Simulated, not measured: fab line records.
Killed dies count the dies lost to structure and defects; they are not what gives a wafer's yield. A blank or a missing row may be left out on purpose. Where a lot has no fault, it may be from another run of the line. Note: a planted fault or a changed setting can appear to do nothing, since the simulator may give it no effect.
Which tool was responsible? | flow n5-finfet | 11 lots, 29 wafers sampled, at 5 steps of a route of 1938

WHAT THE GAUGES READ, wafer by wafer
N5_BEOL_M4_RC_MEAS_101. Usual: DIBL_N 36.2 mV/V, standard deviation 1.5; DIBL_P 36.2 mV/V, standard deviation 1.7; IOFF_N 0.155 nA/um, standard deviation 0.021; IOFF_P 0.216 nA/um, standard deviation 0.026; ION_N 674 uA/um, standard deviation 11; ION_P 464 uA/um, standard deviation 6.8; SS_N 71.5 mV/dec, standard deviation 0.56; SS_P 73.3 mV/dec, standard deviation 0.6; VT_N 250.2 mV, standard deviation 2.6; VT_P -249.3 mV, standard deviation 2.5.
lot  | measured     | on        | DIBL_N (mV/V)  | DIBL_P (mV/V)  | IOFF_N (nA/um)    | IOFF_P (nA/um)    | ION_N (uA/um) | ION_P (uA/um) | SS_N (mV/dec)  | SS_P (mV/dec)  | VT_N (mV)         | VT_P (mV)            | flag
L662 | day 8 10:31  | prober-02 | 35.8 33.5 35.1 | 34.8 32.8 34.3 | 0.133 0.108 0.125 | 0.179 0.158 0.183 | 674 656 656   | 456 457 458   | 71.3 70.9 70.8 | 73.2 72.7 72.8 | 250.0 252.9 252.4 | -252.9 -253.1 -253.5 |
L661 | day 8 10:38  | prober-01 | 36.1 33.8 35.9 | 36.1 33.9 36.0 | 0.164 0.140 0.167 | 0.235 0.190 0.228 | 669 677 660   | 464 470 462   | 71.8 71.4 72.2 | 73.6 72.2 74.4 | 247.7 251.1 247.7 | -247.4 -251.2 -248.1 |
L667 | day 9 18:01  | prober-02 | 35.4 35.7      | 36.7 37.3      | 0.134 0.146       | 0.196 0.216       | 662 665       | 460 460       | 72.2 72.3      | 73.0 74.0      | 256.6 252.0       | -255.0 -251.0        |
L668 | day 10 01:25 | prober-01 | 34.8           | 36.4           | 0.145             | 0.204             | 672           | 460           | 72.3           | 73.4           | 253.2             | -250.8               |
L669 | day 10 13:05 | prober-01 | 36.6 36.1      | 35.4 35.1      | 0.160 0.150       | 0.233 0.229       | 665 661       | 464 458       | 71.9 71.8      | 73.5 73.0      | 251.0 251.0       | -246.4 -246.5        |
L673 | day 11 03:08 | prober-01 | 35.9 34.9 35.9 | 37.0 35.6 36.9 | 0.148 0.132 0.158 | 0.195 0.174 0.200 | 679 663 666   | 457 454 458   | 71.0 71.6 71.6 | 73.3 73.0 72.6 | 252.3 253.1 249.4 | -253.9 -255.1 -254.0 |
L674 | day 11 18:53 | prober-01 | 38.2 37.7 37.7 | 39.6 37.5 37.5 | 0.180 0.155 0.155 | 0.242 0.213 0.211 | 678 652 671   | 470 453 462   | 72.0 71.7 71.6 | 74.5 73.4 73.2 | 245.3 250.9 251.0 | -247.1 -250.8 -250.8 |
L677 | day 12 11:24 | prober-02 | 35.6 33.3 33.7 | 35.1 32.7 32.5 | 0.142 0.114 0.117 | 0.207 0.181 0.172 | 659 660 648   | 455 466 452   | 71.8 70.9 70.8 | 73.5 72.4 73.6 | 252.9 251.8 254.7 | -249.4 -251.1 -251.4 |
L678 | day 12 23:12 | prober-01 | 36.0 36.7 34.5 | 35.6 35.8 33.8 | 0.143 0.140 0.109 | 0.190 0.191 0.170 | 676 659 665   | 461 459 461   | 70.2 70.9 69.9 | 73.1 72.4 72.4 | 248.3 250.8 254.4 | -249.5 -251.7 -251.5 |
L681 | day 13 21:12 | prober-01 | 35.9 35.2 35.2 | 35.9 35.6 35.6 | 0.162 0.155 0.155 | 0.202 0.196 0.192 | 665 680 687   | 453 465 464   | 71.4 71.6 70.9 | 73.7 74.0 74.0 | 252.5 249.2 250.3 | -249.9 -249.9 -248.8 |
L682 | day 13 22:56 | prober-02 | 36.5 36.8 36.4 | 37.6 37.6 38.0 | 0.158 0.148 0.161 | 0.223 0.227 0.230 | 681 655 679   | 473 462 478   | 71.0 71.7 71.5 | 73.7 73.4 73.2 | 249.6 254.4 250.5 | -246.7 -250.3 -249.6 |

N5_PASSIVATION_OVL_MEAS_66. Usual: PASS_OPEN_OVL typically reads 2 nm, with standard deviation 5.8.
lot  | measured     | on         | PASS_OPEN_OVL (nm) | flag
L662 | day 12 20:37 | overlay-01 | -1 -13 -8          |
L661 | day 12 19:50 | overlay-01 | -5 -2 -8           |
L667 | day 13 17:32 | overlay-02 | -4                 |
L668 | day 14 04:50 | overlay-01 | -4                 |
L669 | day 14 20:41 | overlay-01 | 0                  |
L673 | day 15 05:34 | overlay-01 | 8 7 12             |
L674 | day 15 12:11 | overlay-02 | 4 -10 -5           |
L677 | day 16 08:37 | overlay-01 | 0 5 -1             |
L678 | day 16 19:31 | overlay-02 | 0 -8 -5            |
L681 | day 17 22:55 | overlay-01 | 9 7 8              |
L682 | day 18 01:46 | overlay-02 | -5 7 2             |

TOOL THAT RAN EACH LOT (tool first, then ch and the chambers of the sampled wafers, then the start)
lot  | N5_MIM_TOP_ETCH_PECVD_03        | N5_PASSIVATION_DEGAS_18      | N5_PASSIVATION_DESCUM_32
L662 | pecvd-02 ch 0,1,2, day 12 11:23 | pvd-sputter-02, day 12 17:46 | rie-diel-05 ch 2,3, day 12 18:48
L661 | pecvd-03 ch 1,2, day 12 12:40   | pvd-sputter-02, day 12 17:14 | rie-diel-04 ch 2,3, day 12 18:00
L667 | pecvd-04 ch 2, day 13 10:43     | pvd-sputter-02, day 13 14:59 | rie-diel-05 ch 0, day 13 15:44
L668 | pecvd-04 ch 2, day 13 21:25     | pvd-sputter-03, day 14 02:25 | rie-diel-02 ch 1, day 14 03:09
L669 | pecvd-04 ch 0,1, day 14 13:23   | pvd-sputter-03, day 14 18:10 | rie-diel-04 ch 3, day 14 19:01
L673 | pecvd-02 ch 0,2, day 14 23:36   | pvd-sputter-01, day 15 02:24 | rie-diel-05 ch 1,2,3, day 15 03:41
L674 | pecvd-03 ch 0,1,2, day 15 06:18 | pvd-sputter-01, day 15 09:46 | rie-diel-04 ch 0,3, day 15 10:30
L677 | pecvd-02 ch 1,2, day 16 02:15   | pvd-sputter-02, day 16 05:28 | rie-diel-05 ch 1,2, day 16 06:19
L678 | pecvd-02 ch 1,2, day 16 13:20   | pvd-sputter-03, day 16 16:50 | rie-diel-04 ch 1,2,3, day 16 17:43
L681 | pecvd-04 ch 0,2, day 17 14:27   | pvd-sputter-03, day 17 19:20 | rie-diel-04 ch 0,2, day 17 21:00
L682 | pecvd-02 ch 0,1,2, day 17 16:41 | pvd-sputter-03, day 17 22:37 | rie-diel-02 ch 0,1,2, day 17 23:56
- N5_MIM_TOP_ETCH_PECVD_03: deposits SiNx from SiH4/NH3/N2, target thk 20 nm, time 17.6 s.
- N5_PASSIVATION_DEGAS_18: time 60 s.
- N5_PASSIVATION_DESCUM_32: chemistry O2, time 7.9 s.

AS READ BY THE TOOLS THEMSELVES (means over the sampled wafers that have a number; for cases with no such wafer, the mark the record gives instead)
N5_MIM_TOP_ETCH_PECVD_03. Usual: heater-power-w 727 W, standard deviation 140; showerhead-plenum-p-Torr 5.17 Torr, standard deviation 0.042; throttle-valve-pct 41 %, standard deviation 3.4.
lot  | tool     | heater-power-w (W) | showerhead-plenum-p-Torr (Torr) | throttle-valve-pct (%) | flag
L662 | pecvd-02 | 656                | 5.18                            | 41                     |
L661 | pecvd-03 | 909                | 5.15                            | 39                     |
L667 | pecvd-04 | 873                | 5.13                            | 37                     |
L668 | pecvd-04 | 766                | 5.13                            | 37                     |
L669 | pecvd-04 | 788                | 5.20                            | 42                     |
L673 | pecvd-02 | 729                | 5.22                            | 38                     |
L674 | pecvd-03 | 802                | 5.15                            | 41                     |
L677 | pecvd-02 | 565                | 5.20                            | 40                     |
L678 | pecvd-02 | 543                | 5.17                            | 43                     |
L681 | pecvd-04 | 833                | 5.19                            | 40                     |
L682 | pecvd-02 | 686                | 5.19                            | 41                     |

N5_PASSIVATION_DEGAS_18. Usual: heater-power-w at 508 W, with a standard deviation of 45.
lot  | tool           | heater-power-w (W) | flag
L662 | pvd-sputter-02 | 530                |
L661 | pvd-sputter-02 | 529                |
L667 | pvd-sputter-02 | 529                |
L668 | pvd-sputter-03 | 546                |
L669 | pvd-sputter-03 | 496                |
L673 | pvd-sputter-01 | 529                |
L674 | pvd-sputter-01 | 495                |
L677 | pvd-sputter-02 | 515                |
L678 | pvd-sputter-03 | 477                |
L681 | pvd-sputter-03 | 461                |
L682 | pvd-sputter-03 | 497                |

N5_PASSIVATION_DESCUM_32. Usual: bias-power-w 20.00 W (standard deviation 0.062); drypump-motor-current-A 5.7 A (standard deviation 0.45); oes-product-au 0.81 a.u. (standard deviation 0.061); rf-vpp-V 243.4 V (standard deviation 1.5); showerhead-plenum-p-Torr 2.11 Torr (standard deviation 0.078); temp-c 40.00 C (standard deviation 0.12); throttle-valve-pct 20.36 % (standard deviation 0.23).
lot  | tool        | bias-power-w (W) | drypump-motor-current-A (A) | oes-product-au (a.u.) | rf-vpp-V (V) | showerhead-plenum-p-Torr (Torr) | temp-c (C) | throttle-valve-pct (%) | flag
L662 | rie-diel-05 | 19.98            | 5.7                         | 0.86                  | 243.1        | 2.04                            | 40.01      | 20.37                  |
L661 | rie-diel-04 | 20.01            | 5.3                         | 0.82                  | 243.0        | 2.11                            | 39.90      | 20.37                  |
L667 | rie-diel-05 | 19.92            | 5.7                         | 0.74                  | 243.6        | 2.16                            | 40.04      | 20.49                  |
L668 | rie-diel-02 | 20.03            | 6.0                         | 0.69                  | 241.0        | 1.97                            | 40.08      | 20.53                  |
L669 | rie-diel-04 | 19.92            | 5.0                         | 0.78                  | 243.2        | 2.11                            | 39.98      | 20.52                  |
L673 | rie-diel-05 | 20.05            | 5.8                         | 0.80                  | 242.7        | 2.06                            | 40.05      | 20.35                  |
L674 | rie-diel-04 | 20.09            | 5.0                         | 0.83                  | 244.2        | 2.14                            | 40.06      | 20.43                  |
L677 | rie-diel-05 | 19.99            | 5.8                         | 0.81                  | 242.1        | 2.06                            | 40.11      | 20.24                  |
L678 | rie-diel-04 | 19.95            | 5.6                         | 0.78                  | 242.4        | 2.07                            | 40.05      | 20.46                  |
L681 | rie-diel-04 | 20.04            | 5.3                         | 0.84                  | 244.9        | 2.18                            | 40.07      | 20.20                  |
L682 | rie-diel-02 | 19.99            | 6.1                         | 0.87                  | 245.0        | 2.21                            | 39.89      | 20.25                  |

THE ANSWER, worked out from the rows above alone
Rule: a lot is off if the mean of its wafers that have a number lies more than 3 standard deviations from the usual mean. A lot without any number at a reading at which 4 lots or more have one is off too. Any other lot the step has rows for is counted as sound. First the gauges in route order, then the tools' own readings, where a lot's mean is used as printed above. At the first step where some lot is off, the reading lying furthest off is the one used; lots without a number count as furthest.
Nothing can be told from this: no lot is off at any reading shown.

WHAT THE SIMULATOR PUT IN
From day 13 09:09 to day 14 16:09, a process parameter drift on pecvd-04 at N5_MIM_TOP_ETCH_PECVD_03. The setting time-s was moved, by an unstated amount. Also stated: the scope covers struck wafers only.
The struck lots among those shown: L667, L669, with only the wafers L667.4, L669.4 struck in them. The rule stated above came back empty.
